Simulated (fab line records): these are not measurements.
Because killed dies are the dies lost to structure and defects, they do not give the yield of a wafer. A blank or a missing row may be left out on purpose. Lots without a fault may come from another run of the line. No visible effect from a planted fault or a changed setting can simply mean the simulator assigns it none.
fab line records ; flow nand_harc
record: lots: 11; wafers: 32; last_day: 33
route steps=1302 shown P_M0@274 P_M1@293 END@1302
lots with no fault: from the same line, run without faults
start_h: hours from the record's opening day to when the first of the lot's shown wafers began ; wait_h: hours since the lot's step before ; " unchanged from the row above ; L1.1+2: a row that stands for several wafers ; - either no value or no given start ; * or withheld: withheld ; < > ~ a bound
route shown NAME@n: NAME is a module with steps in the file, n the number in the route of the first one ; usual: the fault-free wafers' mean and standard deviation ; same: alike in all rows ; chamber/n: place in a boat ; sites: the reading at each site ; _std_site: the values' standard deviation ; _edge_site: the outer-site mean with the inner-site mean subtracted ; radius_mm: for every site, how far away it sits from the centre of the wafer ; mask NAME#n: copy n ; behind: the most recent tool/chamber to have shaped the wafer ; hold: cause of the lot's hold/its duration in hours/its outcome ; device: names the non-switching transistor (n, p or np) ; end of line: tests run on the same wafers once the route is complete ; where a step has no rows: the recipe by itself ; killed: at the first sort, the dies lost to defects and structure; wafer yield is something else ; map: dies across one wafer; x = killed, . = not, _ = none there
set.NAME: the setting that was run; set.NAME@STEP: the one run at that earlier step ; model.NAME: the simulator's own value behind a step, which no gauge read
a sample of lots followed through the steps of the route, with each step as a table and each wafer as a row
services: a tool's chamber out of use, with start hour (start_h, from the record's first day; less than 0 if before it), hours out, and reason
== steps ==
step: NHARC_P_M0_PVD_20
recipe: target_thk_a: 50; bias_v: 168.6; power_w: 15000; chamber_pressure_pa: 0.12; time_s: 8.06; substrate_temp_c: 50; material: TaN
usual: substrate_temp_c: 49.99/0.11; throttle_valve_pct: 30.3/1.2
lot.wafer;tool;chamber;start_h;wait_h;substrate_temp_c;throttle_valve_pct
L130.3;pvd_sputter-03;-;-;-;49.76;32.6
L130.6;pvd_sputter-03;-;-;-;49.91;29.9
L130.5;pvd_sputter-03;-;-;-;49.99;32.4
L129.1;pvd_sputter-01;-;-;-;49.90;28.9
L129.6;pvd_sputter-01;-;-;-;50.11;29.0
L129.5;pvd_sputter-01;-;-;-;50.16;31.2
L132.4;pvd_sputter-03;-;-;-;50.06;31.8
L132.1;pvd_sputter-03;-;-;-;49.93;29.9
L132.5;pvd_sputter-03;-;-;-;50.10;32.4
L135.3;pvd_sputter-02;-;-;-;49.76;31.4
L135.4;pvd_sputter-02;-;-;-;50.05;28.6
L135.6;pvd_sputter-02;-;-;-;49.70;31.1
L137.2;pvd_sputter-01;-;-;-;50.04;31.3
L137.1;pvd_sputter-01;-;-;-;49.83;31.3
L137.5;pvd_sputter-01;-;-;-;49.70;29.0
L138.3;pvd_sputter-02;-;-;-;49.89;28.4
L138.2;pvd_sputter-02;-;-;-;49.95;30.1
L138.6;pvd_sputter-02;-;-;-;49.96;28.4
L143.1;pvd_sputter-03;-;-;-;49.97;29.3
L143.3;pvd_sputter-03;-;-;-;50.02;28.0
L145.3;pvd_sputter-01;-;-;-;49.99;30.5
L145.1;pvd_sputter-01;-;-;-;50.13;29.3
L145.6;pvd_sputter-01;-;-;-;49.89;30.6
L149.1;pvd_sputter-02;-;-;-;50.00;28.8
L149.4;pvd_sputter-02;-;-;-;49.71;30.6
L149.2;pvd_sputter-02;-;-;-;49.94;31.2
L150.3;pvd_sputter-02;-;-;-;49.86;29.8
L150.4;pvd_sputter-02;-;-;-;50.20;28.8
L150.5;pvd_sputter-02;-;-;-;50.07;30.6
L151.4;pvd_sputter-01;-;-;-;49.84;30.6
L151.6;pvd_sputter-01;-;-;-;50.06;29.4
L151.5;pvd_sputter-01;-;-;-;50.26;31.6
step: NHARC_P_M0_PRE_CLEAN_31
recipe: time_s: 12; temp_c: 370; rf_power_w: 300; gas: NH3
usual: heater_power_w: 592/110; rf_fwd_power_W: 292.6/0.97
lot.wafer;tool;chamber;start_h;wait_h;heater_power_w;rf_fwd_power_W
L130.3;pecvd-02;0;145.95;0.1;516;292.7
L130.5;pecvd-02;1;145.95;0.1;639;291.8
L130.6;pecvd-02;2;145.95;0.1;635;292.7
L129.1;pecvd-03;2;146.28;0.1;399;292.3
L129.5;pecvd-03;1;146.28;0.1;711;292.0
L129.6;pecvd-03;2;146.28;0.1;410;292.5
L132.1;pecvd-02;2;162.69;0.1;606;292.0
L132.5;pecvd-02;0;162.69;0.1;521;292.1
L132.4;pecvd-02;2;162.69;0.1;607;293.4
L135.3;pecvd-02;1;199.74;0.1;646;292.6
L135.6;pecvd-02;1;199.74;0.1;662;291.0
L135.4;pecvd-02;2;199.74;0.1;559;292.3
L137.2;pecvd-01;0;218.76;0.1;567;293.0
L137.1;pecvd-01;2;218.76;0.1;566;293.9
L137.5;pecvd-01;2;218.76;0.1;580;293.4
L138.3;pecvd-03;1;227.56;0.1;577;292.8
L138.2;pecvd-03;2;227.56;0.1;473;292.8
L138.6;pecvd-03;1;227.56;0.1;585;292.3
L143.3;pecvd-02;2;268.36;0.1;601;292.4
L143.1;pecvd-02;0;268.36;0.1;486;293.2
L145.3;pecvd-02;2;293.64;0.1;540;292.4
L145.1;pecvd-02;1;293.64;0.1;590;292.0
L145.6;pecvd-02;1;293.64;0.1;573;291.4
L149.2;pecvd-02;0;334.38;0.1;473;292.8
L149.1;pecvd-02;1;334.38;0.1;663;293.0
L149.4;pecvd-02;1;334.38;0.1;654;293.0
L150.4;pecvd-02;2;354.84;0.1;530;293.7
L150.3;pecvd-02;0;354.84;0.1;488;293.1
L150.5;pecvd-02;0;354.84;0.1;475;292.8
L151.4;pecvd-02;2;356.90;0.1;522;293.5
L151.5;pecvd-02;0;356.90;0.1;539;291.1
L151.6;pecvd-02;2;356.90;0.1;520;293.3
step: NHARC_P_M1_PEB_07
recipe: peb_temp_c: 100; peb_time_s: 65
usual: heater_power_total_W: 156.6/0.42
lot.wafer;tool;chamber;start_h;wait_h;heater_power_total_W
L130.3;litho_track-04;0;147.20;0.0;156.5
L130.5;litho_track-04;0;147.20;0.0;156.2
L130.6;litho_track-04;0;147.20;0.0;156.0
L129.1;litho_track-06;0;147.50;0.1;157.1
L129.5;litho_track-06;0;147.50;0.1;157.1
L129.6;litho_track-06;0;147.50;0.1;156.9
L132.1;litho_track-04;0;163.91;0.1;157.1
L132.4;litho_track-04;0;163.91;0.1;155.9
L132.5;litho_track-04;0;163.91;0.1;156.0
L135.3;litho_track-06;0;200.98;0.0;157.0
L135.4;litho_track-06;0;200.98;0.0;156.7
L135.6;litho_track-06;0;200.98;0.0;156.6
L137.1;litho_track-06;0;219.89;0.1;156.1
L137.2;litho_track-06;0;219.89;0.1;156.1
L137.5;litho_track-06;0;219.89;0.1;157.0
L138.2;litho_track-01;0;228.69;0.1;156.8
L138.3;litho_track-01;0;228.69;0.1;156.1
L138.6;litho_track-01;0;228.69;0.1;157.1
L143.1;litho_track-06;0;269.45;0.1;175.2
L143.3;litho_track-06;0;269.45;0.1;175.1
L145.1;litho_track-06;0;294.77;0.1;176.3
L145.3;litho_track-06;0;294.77;0.1;175.1
L145.6;litho_track-06;0;294.77;0.1;157.1
L149.1;litho_track-04;0;335.48;0.1;156.6
L149.2;litho_track-04;0;335.48;0.1;156.1
L149.4;litho_track-04;0;335.48;0.1;156.2
L150.3;litho_track-01;0;356.21;0.0;156.2
L150.4;litho_track-01;0;356.21;0.0;156.6
L150.5;litho_track-01;0;356.21;0.0;156.4
L151.4;litho_track-04;0;358.13;0.0;156.7
L151.5;litho_track-04;0;358.13;0.0;157.0
L151.6;litho_track-04;0;358.13;0.0;156.2
step: NHARC_P_M1_CD_MEAS_09
recipe: target_cd_nm: 130; landing_energy_ev: 500
usual: cd_nm: 129.8/0.82
lot.wafer;tool;chamber;start_h;wait_h;cd_nm
L130.3;cd_sem-03;0;147.28;-;129.3
L130.5;cd_sem-03;0;147.28;-;128.4
L130.6;cd_sem-03;0;147.28;-;129.7
L129.1;cd_sem-03;0;147.58;-;130.1
L129.5;cd_sem-03;0;147.58;-;130.4
L129.6;cd_sem-03;0;147.58;-;131.8
L132.1;cd_sem-02;0;163.99;-;129.4
L132.4;cd_sem-02;0;163.99;-;128.5
L132.5;cd_sem-02;0;163.99;-;130.0
L135.3;cd_sem-03;0;201.06;-;130.8
L135.4;cd_sem-03;0;201.06;-;129.6
L135.6;cd_sem-03;0;201.06;-;130.2
L137.1;cd_sem-02;0;219.97;-;129.5
L137.2;cd_sem-02;0;219.97;-;130.2
L137.5;cd_sem-02;0;219.97;-;129.3
L138.2;cd_sem-01;0;228.77;-;129.9
L138.3;cd_sem-01;0;228.77;-;128.6
L138.6;cd_sem-01;0;228.77;-;129.5
L143.1;cd_sem-01;0;269.53;-;122.7
L143.3;cd_sem-01;0;269.53;-;123.3
L145.1;cd_sem-02;0;294.85;-;124.2
L145.3;cd_sem-02;0;294.85;-;123.3
L145.6;cd_sem-02;0;294.85;-;129.8
L149.1;cd_sem-02;0;335.56;-;128.8
L149.2;cd_sem-02;0;335.56;-;130.1
L149.4;cd_sem-02;0;335.56;-;129.4
L150.3;cd_sem-02;0;356.29;-;128.4
L150.4;cd_sem-02;0;356.29;-;128.6
L150.5;cd_sem-02;0;356.29;-;129.1
L151.4;cd_sem-01;0;358.21;-;129.9
L151.5;cd_sem-01;0;358.21;-;129.9
L151.6;cd_sem-01;0;358.21;-;129.5
step: NHARC_P_M1_DESCUM_14
recipe: time_s: 3; o2_flow_sccm: 200; ar_flow_sccm: 0; bias_power_w: 0; chemistry: O2
usual: drypump_motor_current_A: 5.9/0.5; o2_flow_sccm: 200.0/0.6; oes_product_au: 1.001/0.0093; rf_vpp_V: 57.7/0.89; showerhead_plenum_p_Torr: 1.90/0.058; throttle_valve_pct: 11.312/0.0095
lot.wafer;tool;chamber;start_h;wait_h;drypump_motor_current_A;o2_flow_sccm;oes_product_au;rf_hours_counter_h;rf_vpp_V;showerhead_plenum_p_Torr;throttle_valve_pct
L130.3;rie_diel-01;0;147.47;0.1;5.8;200.0;0.997;8;58.5;1.85;11.281
L130.6;rie_diel-01;3;147.47;0.1;6.2;199.8;1.017;-;58.3;2.02;11.325
L130.5;rie_diel-01;0;147.47;0.1;5.8;199.8;1.009;-;57.9;1.85;11.326
L129.1;rie_diel-02;3;147.77;0.1;5.8;200.0;0.998;30;57.4;1.76;11.319
L129.6;rie_diel-02;2;147.77;0.1;5.5;199.7;0.997;-;56.8;1.88;11.302
L129.5;rie_diel-02;3;147.77;0.1;5.8;200.6;0.992;-;54.8;1.76;11.310
L132.1;rie_diel-01;3;164.20;0.1;6.2;200.5;1.001;9;60.4;2.02;11.314
L132.4;rie_diel-01;1;164.20;0.1;6.5;199.2;0.981;-;57.9;1.87;11.311
L132.5;rie_diel-01;3;164.20;0.1;6.3;200.5;0.990;-;57.2;2.02;11.312
L135.4;rie_diel-01;0;201.24;0.1;5.8;200.2;1.005;11;58.5;1.85;11.325
L135.3;rie_diel-01;1;201.24;0.1;6.5;200.4;1.001;11;59.3;1.86;11.320
L135.6;rie_diel-01;0;201.24;0.1;5.8;200.2;0.995;-;56.0;1.85;11.298
L137.2;rie_diel-06;3;220.15;0.1;5.9;201.0;0.996;7;58.6;1.93;11.309
L137.1;rie_diel-06;2;220.15;0.1;5.7;200.2;0.982;8;57.7;1.91;11.314
L137.5;rie_diel-06;2;220.15;0.1;5.7;199.7;0.986;-;57.7;1.91;11.319
L138.3;rie_diel-01;1;228.96;0.1;6.5;199.6;1.002;1;56.2;1.86;11.308
L138.2;rie_diel-01;0;228.96;0.1;5.8;199.9;1.003;1;57.7;1.85;11.324
L138.6;rie_diel-01;2;228.96;0.1;4.9;199.9;1.006;-;58.4;1.86;11.311
L143.1;rie_diel-01;3;269.74;0.1;6.2;200.3;1.025;2;58.5;2.02;11.313
L143.3;rie_diel-01;0;269.74;0.1;5.8;200.2;1.011;3;59.5;1.85;11.319
L145.3;rie_diel-06;2;295.04;0.1;5.7;198.6;0.989;16;58.2;1.91;11.312
L145.1;rie_diel-06;0;295.04;0.1;6.2;199.9;0.991;14;58.3;1.95;11.302
L145.6;rie_diel-06;3;295.04;0.1;5.9;200.2;1.006;-;56.4;1.93;11.313
L149.2;rie_diel-01;0;335.74;0.1;5.8;200.0;1.000;7;56.8;1.84;11.315
L149.4;rie_diel-01;1;335.74;0.1;6.5;200.5;0.997;8;58.3;1.86;11.299
L149.1;rie_diel-01;2;335.74;0.1;4.9;199.0;0.996;8;56.2;1.86;11.310
L150.3;rie_diel-01;0;356.51;0.1;5.8;200.3;0.999;-;57.6;1.84;11.323
L150.4;rie_diel-01;2;356.51;0.1;4.9;199.6;1.000;-;57.3;1.86;11.320
L150.5;rie_diel-01;2;356.51;0.1;4.9;200.7;1.003;-;57.9;1.86;11.303
L151.4;rie_diel-06;1;358.42;0.1;6.0;200.3;1.010;4;57.5;1.92;11.297
L151.5;rie_diel-06;2;358.42;0.1;5.7;200.0;1.010;-;58.2;1.91;11.296
L151.6;rie_diel-06;3;358.42;0.1;5.9;200.5;0.992;-;58.0;1.93;11.311
step: NHARC_END_SORT_01
recipe: temp_c: 25
usual: defect_limited_yield: 91.9/2.9; killed_at_array: 50/20; killed_at_other: 1.2/1.5; killed_at_periphery: 3.6/2.6; killed_dies: 55/20; killed_open: 3.4/2; killed_short: 2.7/1.6; sort_bin_2_pct: 2.9/1.3; sort_bin_3_pct: 0.6/0.38; sort_bin_4_pct: 4.6/1.6; sort_n_pass: 622/20; sort_rim_yield_pct: 93/3.8; sort_yield_pct: 91.9/2.9
same: gross_dies: 677; sort_bin_5_pct[%]: 0; sort_bin_6_pct[%]: 0; sort_bin_7_pct[%]: 0; sort_bin_8_pct[%]: 0; sort_rim_n_gross: 106.00
lot.wafer;tool;chamber;start_h;wait_h;defect_limited_yield[%];killed_at_array;killed_at_other;killed_at_periphery;killed_dies;killed_open;killed_short;sort_bin_2_pct[%];sort_bin_3_pct[%];sort_bin_4_pct[%];sort_n_pass;sort_rim_yield_pct[%];sort_yield_pct[%]
L129.1;prober-02;0;581.98;2.5;87.4;83;2;0;85;3;1;4.9;1.5;6.2;592;98;87.4
L129.5;prober-02;0;585.22;3.7;83.9;104;2;3;109;2;5;6.1;1.0;9.0;568;90;83.9
L129.6;prober-02;0;586.02;4.0;85.2;97;0;3;100;4;4;7.4;1.0;6.4;577;95;85.2
L137.1;prober-01;0;652.97;2.5;93.6;38;1;4;43;3;0;1.8;0.6;4.0;634;97;93.6
L137.2;prober-01;0;653.77;2.8;96.3;16;3;6;25;0;2;0.7;0;3.0;652;93;96.3
L137.5;prober-01;0;656.17;3.7;93.9;32;7;2;41;2;2;2.4;0;3.7;636;92;93.9
L143.1;prober-01;0;697.48;2.5;91.0;53;3;5;61;2;2;4.6;0.9;3.5;616;93;91.0
L143.3;prober-01;0;699.09;3.1;90.7;53;3;7;63;3;1;3.2;0.4;5.6;614;86;90.7
L145.1;prober-01;0;715.39;2.5;94.4;29;4;5;38;2;5;2.4;0.4;2.8;639;87;94.4
L145.3;prober-01;0;716.99;3.1;91.7;52;1;3;56;9;4;2.5;0.3;5.5;621;91;91.7
L145.6;prober-01;0;719.39;4.0;93.6;40;2;1;43;4;4;1.9;0.1;4.3;634;87;93.6
L151.4;prober-02;0;783.12;3.4;95.9;26;1;1;28;0;2;1.0;0.6;2.5;649;90;95.9
L151.5;prober-02;0;783.92;3.7;88.3;67;6;6;79;8;1;3.2;0.7;7.7;598;86;88.3
L151.6;prober-02;0;784.71;4.0;91.3;55;0;4;59;6;5;3.0;0.9;4.9;618;87;91.3
killed by level:class
L129.1 A_CHANNEL_HOLE_D1:chamber_film_flake=36 A_CHANNEL_HOLE_D2:chamber_film_flake=22 A_SLIT:chamber_film_flake=14 A_ONON_D1:geometric_particle:open=2 A_DECK1_JOINT:chamber_film_flake=2 A_STAIRCASE:chamber_film_flake=2 THIN_TSV:chamber_film_flake=2 A_DECK1_JOINT:geometric_particle:open=1
L129.5 A_CHANNEL_HOLE_D1:chamber_film_flake=42 A_CHANNEL_HOLE_D2:chamber_film_flake=40 A_SLIT:chamber_film_flake=8 A_DECK1_JOINT:chamber_film_flake=3 A_CHANNEL_FILL_D1:geometric_particle:short=2 P_ZERO_WELL:chamber_film_flake=2 THIN_TSV:chamber_film_flake=2 A_CONTACT:chamber_film_flake=2
L129.6 A_CHANNEL_HOLE_D1:chamber_film_flake=29 A_CHANNEL_HOLE_D2:chamber_film_flake=25 A_SLIT:chamber_film_flake=23 A_CONTACT:chamber_film_flake=4 A_M1:chamber_film_flake=3 A_DECK1_JOINT:chamber_film_flake=2 A_STAIRCASE:chamber_film_flake=2 A_ONON_D1:geometric_particle:short=1
L137.1 A_CHANNEL_HOLE_D2:chamber_film_flake=13 A_CONTACT:chamber_film_flake=7 A_CHANNEL_FILL_D2:chamber_film_flake=4 A_CHANNEL_HOLE_D1:chamber_film_flake=3 A_CHANNEL_FILL_D1:chamber_film_flake=3 A_STAIRCASE:chamber_film_flake=3 A_BLC:geometric_particle:open=2 P_ZERO_WELL:chamber_film_flake=2
L137.2 A_CHANNEL_HOLE_D2:chamber_film_flake=4 A_CONTACT:chamber_film_flake=4 A_STAIRCASE:chamber_film_flake=3 THIN_TSV:chamber_film_flake=3 P_ZERO_WELL:chamber_film_flake=2 P_M1:chamber_film_flake=2 A_CHANNEL_FILL_D1:chamber_film_flake=2 P_M2:geometric_particle:short=1
L137.5 A_CONTACT:chamber_film_flake=10 A_CHANNEL_HOLE_D1:chamber_film_flake=8 THIN_TSV:chamber_film_flake=7 A_CHANNEL_HOLE_D2:chamber_film_flake=5 A_DECK1_JOINT:geometric_particle:short=1 A_WL_FILL:geometric_particle:short=1 A_M0:geometric_particle:open=1 A_M1:geometric_particle:open=1
L143.1 A_SLIT:chamber_film_flake=27 A_CHANNEL_HOLE_D2:chamber_film_flake=14 A_CHANNEL_HOLE_D1:chamber_film_flake=3 A_CONTACT:chamber_film_flake=3 P_GATE:chamber_film_flake=2 P_BONDPAD:chamber_film_flake=2 A_DECK1_JOINT:chamber_film_flake=2 THIN_TSV:chamber_film_flake=2
L143.3 A_CHANNEL_HOLE_D2:chamber_film_flake=20 A_SLIT:chamber_film_flake=10 A_CHANNEL_HOLE_D1:chamber_film_flake=8 A_CONTACT:chamber_film_flake=7 THIN_TSV:chamber_film_flake=3 P_GATE:chamber_film_flake=2 P_M0:chamber_film_flake=2 A_CHANNEL_FILL_D1:chamber_film_flake=2
L145.1 A_CHANNEL_HOLE_D1:chamber_film_flake=10 A_SLIT:chamber_film_flake=10 THIN_TSV:chamber_film_flake=4 P_CONTACT:chamber_film_flake=3 A_DECK1_JOINT:geometric_particle:short=2 P_CONTACT:geometric_particle:short=1 P_M0:geometric_particle:short=1 A_ONON_D2:geometric_particle:open=1
L145.3 A_SLIT:chamber_film_flake=27 A_CHANNEL_HOLE_D1:chamber_film_flake=7 A_WL_FILL:chamber_film_flake=3 P_M0:geometric_particle:open=2 A_M0:geometric_particle:open=2 A_WL_FILL:geometric_particle:open=2 A_CHANNEL_FILL_D2:chamber_film_flake=2 A_ONON_D1:geometric_particle:short=1
L145.6 A_CHANNEL_HOLE_D1:chamber_film_flake=14 A_SLIT:chamber_film_flake=12 A_WL_FILL:chamber_film_flake=3 A_BLC:chamber_film_flake=3 A_BLC:geometric_particle:open=2 THIN_TSV:chamber_film_flake=2 P_M0:geometric_particle:short=1 A_ONON_D1:geometric_particle:short=1
L151.4 A_SLIT:chamber_film_flake=10 A_STAIRCASE:chamber_film_flake=5 A_CONTACT:chamber_film_flake=4 A_CHANNEL_HOLE_D1:chamber_film_flake=2 A_CHANNEL_HOLE_D2:chamber_film_flake=2 A_CHANNEL_FILL_D2:geometric_particle:short=1 A_WL_FILL:geometric_particle:short=1 P_GATE:chamber_film_flake=1
L151.5 A_CHANNEL_HOLE_D2:chamber_film_flake=32 A_SLIT:chamber_film_flake=14 A_STAIRCASE:chamber_film_flake=6 A_CONTACT:chamber_film_flake=6 THIN_TSV:chamber_film_flake=6 P_M0:geometric_particle:open=3 P_STI:chamber_film_flake=2 A_ZERO_WELL:chamber_film_flake=2
L151.6 A_SLIT:chamber_film_flake=25 A_CHANNEL_HOLE_D2:chamber_film_flake=8 A_CONTACT:chamber_film_flake=6 A_STAIRCASE:chamber_film_flake=5 A_CHANNEL_FILL_D2:geometric_particle:open=2 P_GATE:chamber_film_flake=2 A_CHANNEL_HOLE_D1:chamber_film_flake=2 P_CONTACT:geometric_particle:short=1
== services ==
tool;chamber;start_h;hours;kind
rie_diel-01;-;122.25;0.5;repair
pvd_sputter-02;-;125.57;0.9;repair
rie_diel-06;-;130.20;9.0;pm
rie_diel-01;0;162.18;6.3;repair
pvd_sputter-01;-;168.36;1.5;repair
litho_track-06;-;179.00;7.0;pm
litho_track-04;-;203.00;7.0;pm
pvd_sputter-01;-;203.63;0.7;repair
rie_diel-01;-;204.04;9.0;pm
rie_diel-06;3;205.58;4.3;repair
rie_diel-06;-;209.55;0.4;repair
rie_diel-01;3;213.61;21.9;repair
rie_diel-06;0;218.70;2.7;repair
pvd_sputter-01;-;226.00;10.0;pm
pecvd-02;-;227.47;13.0;pm
pecvd-02;-;261.23;1.9;repair
pvd_sputter-02;-;282.04;10.0;pm
pvd_sputter-02;-;294.78;8.7;repair
rie_diel-01;0;321.96;4.9;repair
rie_diel-01;0;329.86;5.3;repair
pecvd-02;1;349.80;28.0;repair
rie_diel-01;1;353.89;29.6;repair
litho_track-06;-;354.00;7.0;pm
rie_diel-01;3;356.31;2.8;repair
== key ==
first_sign: step: NHARC_P_M1_PEB_07; reading: heater_power_total_W; direction: up; sigmas: 45; usual: *; struck: *
effect: step: NHARC_P_M1_CD_MEAS_09; reading: cd_nm; direction: down; sigmas: 7.8; usual: 129.8; struck: 123.4
met_at NHARC_P_M1_PEB_07
struck_lots L143,L145
struck_wafers L143.1,L143.3,L145.1,L145.3
not_acting_at NHARC_P_M0_PVD_20,NHARC_P_M0_PRE_CLEAN_31,NHARC_P_M1_DESCUM_14
onset_between 219.89 269.45
fault: kind: process_parameter_drift; tool: litho_track-06; chamber: -; onset_h: 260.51; steps: NHARC_P_M1_PEB_07; channel: peb_time_s; offset: *; shape: step; end_h: 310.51; scope: struck_wafers_only; acts_in: *; stated: *
